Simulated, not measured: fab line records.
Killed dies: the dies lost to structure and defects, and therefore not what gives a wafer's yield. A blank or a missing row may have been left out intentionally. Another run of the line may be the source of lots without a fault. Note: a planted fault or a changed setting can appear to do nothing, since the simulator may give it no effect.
fab line records	flow nand-harc	part 2 of 2: steps 5 to 6 of 6
[record] lots = 24	wafers = 72	last-day = 33
route steps=1302 shown A_STAIRCASE@737
lots with no fault: from the same line, run without faults
start-h: hours from the record's first day to the start of the lot's first wafer shown	wait-h: hours since the lot's step before	" unchanged from the row above	L1.1+2: several wafers, shown together as one row	- no value, or no start was given	* or withheld: withheld	< > ~ a bound
route shown NAME@n: names a module that has steps shown in the file, with the first one's number in the route	usual: mean/standard deviation of fault-free wafers	same: alike in all rows	chamber/n: place in a boat	sites: per-site readings	_std_site: their standard deviation	_edge_site: outer sites' mean less inner sites'	radius-mm: for every site, how far away it sits from the centre of the wafer	mask NAME#n: copy n	behind: the most recent tool/chamber to have shaped the wafer	hold: why the lot went on hold/how many hours it stayed there/how the hold came to an end	device: the transistor (n, p or np) that didn't switch	end of line: tests run on the same wafers once the route is complete	a step given without rows: its recipe and nothing more	killed: dies lost to structure and defects at the first sort, not the wafer's yield	map: per-die view of a wafer (x killed, . not killed, _ where there is no die)
set.NAME: the setting the step ran with; set.NAME@STEP: the setting that earlier step ran with	model.NAME: the simulator's own value behind a step, which no gauge read
steps of the route over a sample of lots; a table a step, a row a wafer
services: the hour from which a tool's chamber was out of use, counted from the record's first day as start-h (under 0 if before that day), plus the number of hours and why
[[steps]]
[step NHARC_A_STAIRCASE_ETCH_451]
[recipe] target-depth-a = 300	overetch-a = 30	time-s = 16.5	ion-energy-ev = 100	cf4-flow-sccm = 80	o2-flow-sccm = 20	ar-flow-sccm = 0	rf-w = 300	bias-w = 100	chemistry = CF4/O2
[usual] bias-w = 100.0/0.32	drypump-motor-current-A = 5.6/0.37	mfc-ar-sccm = 0.007/0.01	oes_f_703_au = 1.000/0.0045	oes-product-au = 0.997/0.0092	rf-fwd-power-W = 294.2/1.7	rf-vpp-V = 197.5/1.4	showerhead-plenum-p-Torr = 1.32/0.053	throttle-valve-pct = 13.396/0.0083
[same] time-s = 16.5
lot.wafer	tool	chamber	start-h	wait-h	bias-w	drypump-motor-current-A	mfc-ar-sccm	oes_f_703_au	oes-product-au	rf-fwd-power-W	rf-hours-counter-h	rf-vpp-V	showerhead-plenum-p-Torr	throttle-valve-pct
L074.4	rie-diel-11	2	-	-	99.8	6.1	0	1.000	0.995	291.5	43	196.8	1.31	13.391
L074.3	"	3	"	"	99.9	5.1	0.039	1.000	1.002	293.2	38	196.3	1.28	13.400
L074.6	"	2	"	"	100.1	6.1	0	1.001	0.997	292.6	-	198.6	1.31	13.379
L075.2	rie-diel-13	1	-	-	100.0	5.9	0.010	0.995	0.991	293.0	4	197.2	1.30	13.393
L075.4	"	2	"	"	100.2	5.1	0	1.001	1.007	293.8	-	197.3	1.37	13.381
L075.5	"	0	"	"	100.1	5.3	0.009	0.995	0.999	296.4	-	198.0	1.35	13.399
L076.1	rie-diel-13	2	-	-	100.5	5.1	0	1.003	1.004	294.6	10	198.0	1.37	13.404
L076.4	"	3	"	"	100.0	5.5	0.009	1.002	1.001	292.6	7	197.2	1.35	13.378
L076.5	"	1	"	"	100.4	5.9	0.010	1.007	0.992	292.7	-	197.1	1.30	13.389
L078.1	rie-diel-03	2	-	-	100.4	5.8	0	0.998	0.985	292.8	47	199.3	1.36	13.397
L078.3	"	3	"	"	99.7	5.9	0	0.997	0.974	296.6	38	194.8	1.26	13.404
L078.4	"	0	"	"	99.8	5.9	0.016	0.996	1.023	295.0	42	196.4	1.29	13.385
L077.3	rie-diel-03	0	-	-	100.6	5.9	0.016	0.998	1.010	294.5	44	196.8	1.29	13.390
L077.5	"	1	"	"	99.7	5.1	0	1.000	0.998	292.5	-	196.1	1.27	13.382
L077.6	"	2	"	"	99.7	5.9	0	0.991	0.986	293.8	-	198.7	1.36	13.391
L079.1	rie-diel-03	0	-	-	100.1	5.9	0.016	1.000	1.012	297.1	45	197.4	1.28	13.392
L079.5	"	2	"	"	100.2	5.8	0	1.000	0.994	291.2	-	197.4	1.36	13.387
L079.6	"	3	"	"	99.7	5.9	0	0.996	0.987	296.8	-	196.3	1.26	13.392
L081.4	rie-diel-03	2	-	-	100.1	5.8	0	0.995	0.997	291.2	59	199.0	1.36	13.402
L081.1	"	3	"	"	100.5	5.9	0	0.999	0.993	295.3	50	197.1	1.26	13.385
L081.6	"	2	"	"	99.6	5.8	0	1.008	1.000	291.3	-	199.0	1.36	13.392
L082.4	rie-diel-11	3	-	-	99.1	5.2	0.039	1.004	0.996	292.7	1	197.1	1.27	13.390
L082.3	"	0	"	"	99.9	6.1	0.016	1.000	0.993	297.3	1	200.0	1.45	13.403
L082.1	"	1	"	"	100.0	5.5	0	1.003	1.001	297.1	1	197.7	1.41	13.403
L080.2	rie-diel-13	3	-	-	99.9	5.5	0.009	1.005	1.009	291.2	20	198.6	1.34	13.399
L080.3	"	1	"	"	99.8	5.9	0.010	0.998	0.992	293.7	27	196.2	1.30	13.398
L080.6	"	3	"	"	99.4	5.5	0.009	1.000	1.014	291.9	-	197.7	1.34	13.391
L083.2	rie-diel-13	0	-	-	100.1	5.3	0.009	0.998	1.009	295.8	29	196.3	1.34	13.401
L083.6	"	3	"	"	99.8	5.5	0.009	1.007	1.006	293.3	-	197.0	1.34	13.390
L083.5	"	0	"	"	99.7	5.3	0.009	1.004	1.016	296.3	-	197.5	1.34	13.408
L085.1	rie-diel-13	1	-	-	99.8	5.9	0.010	1.004	0.992	293.9	40	196.3	1.30	13.418
L085.3	"	2	"	"	99.9	5.1	0	1.004	1.005	295.3	33	198.7	1.37	13.391
L085.4	"	1	"	"	99.7	5.9	0.010	1.001	0.991	293.8	-	196.7	1.30	13.395
L084.1	rie-diel-03	2	-	-	100.6	5.8	0	1.001	1.000	293.4	8	197.3	1.36	13.385
L084.4	"	3	"	"	99.9	5.9	0	1.002	0.994	295.8	8	197.6	1.25	13.394
L084.6	"	2	"	"	99.9	5.8	0	1.005	1.000	293.1	-	198.6	1.36	13.393
L086.2	rie-diel-03	2	-	-	99.7	5.8	0	0.998	0.996	292.7	9	198.6	1.36	13.405
L086.6	"	2	"	"	100.0	5.8	0	1.005	0.994	292.6	-	198.6	1.36	13.413
L086.5	"	3	"	"	100.1	5.9	0	1.000	0.989	294.3	-	196.0	1.25	13.392
L087.3	rie-diel-11	2	-	-	99.8	6.1	0	1.002	0.987	292.1	22	197.6	1.30	13.387
L087.2	"	3	"	"	100.0	5.1	0.039	1.001	0.988	293.3	19	196.9	1.27	13.391
L087.6	"	1	"	"	100.0	5.5	0	0.997	0.982	296.1	-	199.1	1.41	13.378
L088.4	rie-diel-03	3	-	-	99.5	5.9	0	1.013	0.998	294.4	22	197.1	1.25	13.390
L088.2	"	0	"	"	100.0	5.9	0.016	0.992	0.998	295.2	23	194.4	1.28	13.387
L088.1	"	1	"	"	100.4	5.1	0	1.003	1.012	293.6	20	195.8	1.26	13.411
L091.3	rie-diel-03	1	-	-	99.4	5.1	0	0.997	0.998	291.6	21	196.6	1.26	13.384
L091.4	"	2	"	"	99.9	5.8	0	0.991	0.996	291.3	20	198.9	1.35	13.412
L091.6	"	1	"	"	100.1	5.1	0	1.006	0.989	291.9	-	196.5	1.26	13.401
L089.4	rie-diel-13	3	-	-	99.9	5.5	0.009	0.989	0.999	290.9	0	197.9	1.34	13.392
L089.3	"	1	"	"	100.7	5.9	0.010	0.995	0.991	293.8	0	196.8	1.29	13.393
L089.6	"	2	"	"	100.1	5.1	0	1.006	1.003	295.2	-	199.0	1.37	13.414
L090.1	rie-diel-11	1	-	-	100.4	5.5	0	0.997	1.003	295.4	29	199.3	1.40	13.401
L090.3	"	0	"	"	100.7	6.1	0.016	0.998	0.993	296.1	30	199.7	1.44	13.401
L090.5	"	2	"	"	99.7	6.1	0	0.998	0.993	292.7	-	196.1	1.30	13.396
L092.1	rie-diel-13	3	-	-	99.9	5.5	0.009	0.996	0.994	293.1	3	198.2	1.34	13.390
L092.4	"	1	"	"	100.1	5.9	0.010	1.004	0.997	293.3	4	195.8	1.29	13.392
L092.5	"	0	"	"	99.9	5.3	0.009	1.000	0.999	296.0	-	196.7	1.34	13.388
L093.4	rie-diel-03	0	-	-	100.1	5.9	0.016	1.002	1.004	294.9	37	197.1	1.27	13.401
L093.6	"	0	"	"	100.0	5.9	0.016	1.007	0.989	295.6	-	197.7	1.27	13.387
L093.5	"	1	"	"	100.4	5.1	0	1.002	1.021	294.9	-	196.5	1.26	13.410
L095.1	rie-diel-13	1	-	-	100.3	5.9	0.010	1.002	0.992	292.9	14	196.6	1.29	13.389
L095.4	"	2	"	"	100.0	5.1	0	0.999	1.008	293.7	12	198.0	1.36	13.393
L095.6	"	3	"	"	99.7	5.5	0.009	0.995	0.984	292.6	-	197.9	1.34	13.408
L094.4	rie-diel-03	1	-	-	100.4	5.1	0	1.000	1.010	293.3	33	198.1	1.26	13.397
L094.3	"	2	"	"	99.5	5.8	0	1.000	0.991	293.5	32	196.6	1.35	13.404
L094.2	"	3	"	"	100.3	5.9	0	1.001	0.997	294.2	39	196.1	1.25	13.393
L096.4	rie-diel-11	0	-	-	99.7	6.1	0.016	0.995	0.994	295.4	53	199.0	1.43	13.408
L096.6	"	3	"	"	100.1	5.1	0.039	1.004	0.998	292.8	-	196.5	1.26	13.396
L096.5	"	0	"	"	100.0	6.1	0.016	1.004	0.988	294.5	-	201.3	1.43	13.409
L097.4	rie-diel-11	1	-	-	99.9	5.5	0	1.004	0.999	297.2	54	199.1	1.40	13.384
L097.2	"	2	"	"	100.2	6.1	0	0.996	1.012	292.6	53	195.4	1.30	13.393
L097.6	"	0	"	"	99.7	6.1	0.016	0.998	0.996	294.3	-	201.3	1.43	13.413
[step NHARC_A_STAIRCASE_DEP_280]
[recipe] target-thk-a = 300	target-thk-nm = 30	temp-c = 400	pressure-torr = 3.5	flow-sccm = 200	rf-w = 350	material = SiON
[usual] heater-power-w = 745/91	rf-fwd-power-W = 348.4/1.3
lot.wafer	tool	chamber	start-h	wait-h	heater-power-w	rf-fwd-power-W
L074.3	pecvd-01	2	373.57	1.0	751	345.6
L074.6	"	1	"	"	789	347.5
L074.4	"	2	"	"	760	346.7
L075.2	pecvd-01	1	374.91	1.3	814	350.6
L075.4	"	0	"	"	756	347.9
L075.5	"	1	"	"	813	348.0
L076.1	pecvd-02	2	406.03	1.6	636	346.4
L076.4	"	1	"	"	740	348.9
L076.5	"	1	"	"	726	347.9
L078.1	pecvd-01	0	416.75	1.6	615	349.2
L078.3	"	1	"	"	809	349.2
L078.4	"	2	"	"	715	348.5
L077.3	pecvd-03	1	417.78	1.0	918	347.8
L077.6	"	0	"	"	724	348.7
L077.5	"	1	"	"	937	348.8
L079.1	pecvd-03	1	420.18	1.6	947	346.4
L079.5	"	2	"	"	725	347.6
L079.6	"	0	"	"	703	350.0
L081.1	pecvd-03	0	443.71	1.7	797	348.4
L081.4	"	2	"	"	661	347.7
L081.6	"	0	"	"	807	348.6
L082.1	pecvd-03	0	453.17	1.6	712	348.3
L082.3	"	2	"	"	755	349.2
L082.4	"	0	"	"	751	348.4
L080.3	pecvd-01	2	455.01	0.9	663	348.3
L080.2	"	0	"	"	663	348.6
L080.6	"	1	"	"	839	349.9
L083.2	pecvd-03	2	463.63	1.3	717	351.6
L083.5	"	2	"	"	746	349.6
L083.6	"	0	"	"	696	348.0
L085.3	pecvd-01	0	484.93	1.0	667	348.6
L085.1	"	1	"	"	803	347.7
L085.4	"	1	"	"	805	348.8
L084.1	pecvd-02	0	500.40	1.6	597	350.5
L084.4	"	2	"	"	634	345.8
L084.6	"	0	"	"	599	349.0
L086.2	pecvd-02	0	502.97	1.3	613	349.8
L086.6	"	2	"	"	616	348.7
L086.5	"	0	"	"	627	349.1
L087.2	pecvd-02	0	505.74	1.2	586	348.7
L087.3	"	2	"	"	729	346.9
L087.6	"	1	"	"	811	346.7
L088.2	pecvd-02	1	530.34	1.2	790	346.1
L088.1	"	0	"	"	561	349.9
L088.4	"	0	"	"	582	349.9
L091.3	pecvd-01	2	533.38	1.0	769	349.2
L091.4	"	1	"	"	751	347.6
L091.6	"	1	"	"	772	347.5
L089.3	pecvd-02	0	539.74	0.9	641	348.4
L089.4	"	0	"	"	657	347.9
L089.6	"	2	"	"	730	348.0
L090.3	pecvd-03	1	541.60	1.0	924	348.3
L090.1	"	2	"	"	719	349.0
L090.5	"	0	"	"	690	348.0
L092.1	pecvd-01	1	550.81	1.8	874	347.2
L092.4	"	1	"	"	860	349.2
L092.5	"	2	"	"	733	349.4
L093.4	pecvd-01	2	574.94	0.7	770	347.8
L093.5	"	2	"	"	778	346.9
L093.6	"	1	"	"	870	347.7
L095.1	pecvd-03	1	584.37	1.6	831	348.9
L095.6	"	2	"	"	571	349.6
L095.4	"	1	"	"	838	349.1
L094.2	pecvd-02	1	584.85	1.2	713	346.2
L094.3	"	2	"	"	660	346.3
L094.4	"	0	"	"	632	347.9
L096.4	pecvd-01	1	598.94	0.9	879	350.0
L096.5	"	1	"	"	885	350.9
L096.6	"	1	"	"	890	350.5
L097.2	pecvd-02	1	604.37	1.3	883	346.7
L097.4	"	0	"	"	653	352.0
L097.6	"	1	"	"	905	345.7
[[services]]
tool	chamber	start-h	hours	kind
plasma-asher-01	-	342.00	9.0	pm
rie-diel-13	-	343.85	9.0	pm
rie-diel-13	3	356.68	15.5	repair
rie-diel-13	2	374.87	1.9	repair
pecvd-02	-	375.66	1.8	repair
rie-diel-11	-	382.15	0.2	repair
rie-diel-03	3	387.53	3.3	repair
pecvd-02	0	403.53	16.5	repair
plasma-asher-01	-	406.15	0.6	repair
pecvd-02	-	408.09	13.0	pm
plasma-asher-02	-	423.18	22.4	repair
rie-diel-13	2	423.78	9.2	repair
rie-diel-11	1	423.84	6.5	repair
rie-diel-11	-	434.04	9.0	pm
rie-diel-13	0	448.17	6.2	repair
rie-diel-03	-	458.39	9.0	pm
rie-diel-13	3	475.75	22.2	repair
acl-dep-03	-	479.40	13.0	pm
rie-diel-03	0	481.35	3.6	repair
pecvd-01	-	492.35	13.0	pm
plasma-asher-01	-	519.00	9.0	pm
rie-diel-13	-	520.91	9.0	pm
pecvd-01	0	530.25	177.2	repair
rie-diel-13	-	530.61	0.6	repair
